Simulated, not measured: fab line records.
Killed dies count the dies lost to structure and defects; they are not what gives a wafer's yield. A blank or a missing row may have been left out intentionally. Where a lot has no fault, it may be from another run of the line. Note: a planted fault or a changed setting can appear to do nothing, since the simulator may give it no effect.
Lot-split experiment | flow n5Finfet | 21 wafers read from 7 lots, route of 1938 steps

== SPLIT DETAILS ==
At N5_BEOL_M3_COAT_05 (resist thk 30 nm), the setting spinRpm was moved away from the recipe's 1500 rpm on 5 of the 21 wafers read, by -9.5% to +11.2%. All remaining wafers had this setting at the recipe value.

== FROM THE SPLIT TO THE READING: what the file shows between them, 4 steps ==
- N5_BEOL_M3_EBR_07
- N5_BEOL_M3_SOFTBAKE_06: time 60 s
- N5_BEOL_M3_EXPOSE_08: exposes mask M3
- N5_BEOL_M3_PEB_09: peb time 60 s

== THE READING ==
CAR-EUV_of_BEOL_M3_COAT_05.thkNm (the simulator's own value, which no gauge read), in nm, at N5_BEOL_M3_DEVELOP_10 (develop time 30 s). The file gives no usual value for it. Across the 16 wafers here that went through the recipe, the average is 29.6 nm and the standard deviation 0.12 nm.

wafer  | tool, chamber at the split | spinRpm as run, rpm | against the recipe | CAR-EUV_of_BEOL_M3_COAT_05.thkNm, nm | against lot-mates on the recipe
L076.1 | lithoTrack-03, 0           | 1500                | recipe             | 29.6                                 | -
L076.5 | lithoTrack-03, 0           | 1500                | recipe             | 29.6                                 | -
L076.3 | lithoTrack-03, 0           | 1500                | recipe             | 29.4                                 | -
L085.3 | lithoTrack-04, 0           | 1358                | -9.5%              | 31                                   | +1.2
L085.4 | lithoTrack-04, 0           | 1358                | -9.5%              | 31                                   | +1.2
L085.6 | lithoTrack-04, 0           | 1500                | recipe             | 29.8                                 | -
L086.1 | lithoTrack-03, 0           | 1667                | +11.1%             | 28                                   | -1.6
L086.2 | lithoTrack-03, 0           | 1500                | recipe             | 29.6                                 | -
L086.3 | lithoTrack-03, 0           | 1500                | recipe             | 29.6                                 | -
L090.3 | lithoTrack-01, 0           | 1500                | recipe             | 29.4                                 | -
L090.4 | lithoTrack-01, 0           | 1500                | recipe             | 29.4                                 | -
L090.5 | lithoTrack-01, 0           | 1554                | +3.6%              | 28.8                                 | -0.6
L092.2 | lithoTrack-03, 0           | 1500                | recipe             | 29.6                                 | -
L092.6 | lithoTrack-03, 0           | 1500                | recipe             | 29.6                                 | -
L092.3 | lithoTrack-03, 0           | 1668                | +11.2%             | 28                                   | -1.6
L095.4 | lithoTrack-04, 0           | 1500                | recipe             | 29.8                                 | -
L095.6 | lithoTrack-04, 0           | 1500                | recipe             | 29.8                                 | -
L095.5 | lithoTrack-04, 0           | 1500                | recipe             | 29.6                                 | -
L097.1 | lithoTrack-01, 0           | 1500                | recipe             | 29.6                                 | -
L097.4 | lithoTrack-01, 0           | 1500                | recipe             | 29.6                                 | -
L097.5 | lithoTrack-01, 0           | 1500                | recipe             | 29.6                                 | -

FIT RESULTS
A straight line over all 21 wafers: CAR-EUV_of_BEOL_M3_COAT_05.thkNm changes by -0.147 nm for each +1% of spinRpm; r = -0.98; the points scatter about the line by 0.13 nm.
The same after taking each lot's own level away (the mean of its wafers on the recipe; 21 wafers): -0.137 nm for each +1%; r = -0.99; scatter 0.067 nm.
Per that fit: largest spinRpm move, reading shift of 1.5 nm.
The span of the lots' own levels, 29.40 to 29.80 nm, comes to 3.3 times the standard deviation stated above.
The two slopes agree, so the slope changes little with the lot-to-lot level.
Check: for one of the wafers moved furthest among these (+11.2%), held out of the fit, the line's prediction against its lot-mates is -1.53 nm. Against them it came out at -1.6 nm.

== OTHER SPLITS ON THESE WAFERS ==
Before the reading, these wafers also passed through other splits. Each is held against what the fit with the lots' levels taken away leaves over:
other split on the same wafers | wafers away from the commonest value | r with CAR-EUV_of_BEOL_M3_COAT_05.thkNm (lot level and that fit taken away)
N5_BEOL_M1_ETCH_64 biasW       | 6                                    | +0.07
N5_BEOL_M2_COAT_05 spinRpm     | 8                                    | +0.17

== THE WHOLE CHAIN: every reading that the file lists as answering this split, in the file's order ==
step                  | what it does      | reading                                                                           | change (the file's fit)               | r (the file's)
N5_BEOL_M3_COAT_05    | resist thk 30 nm  | CAR-EUV_of_BEOL_M3_COAT_05.thkNm (the simulator's own value, which no gauge read) | -0.151 nm for each +1% of the setting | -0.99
N5_BEOL_M3_DEVELOP_10 | develop time 30 s | CAR-EUV_of_BEOL_M3_COAT_05.thkNm (the simulator's own value, which no gauge read) | -0.14 nm for each +1% of the setting  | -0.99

== THE FILE'S OWN FIT ==
CAR-EUV_of_BEOL_M3_COAT_05.thkNm changes by -0.14 nm for each +1% of spinRpm, r = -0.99.
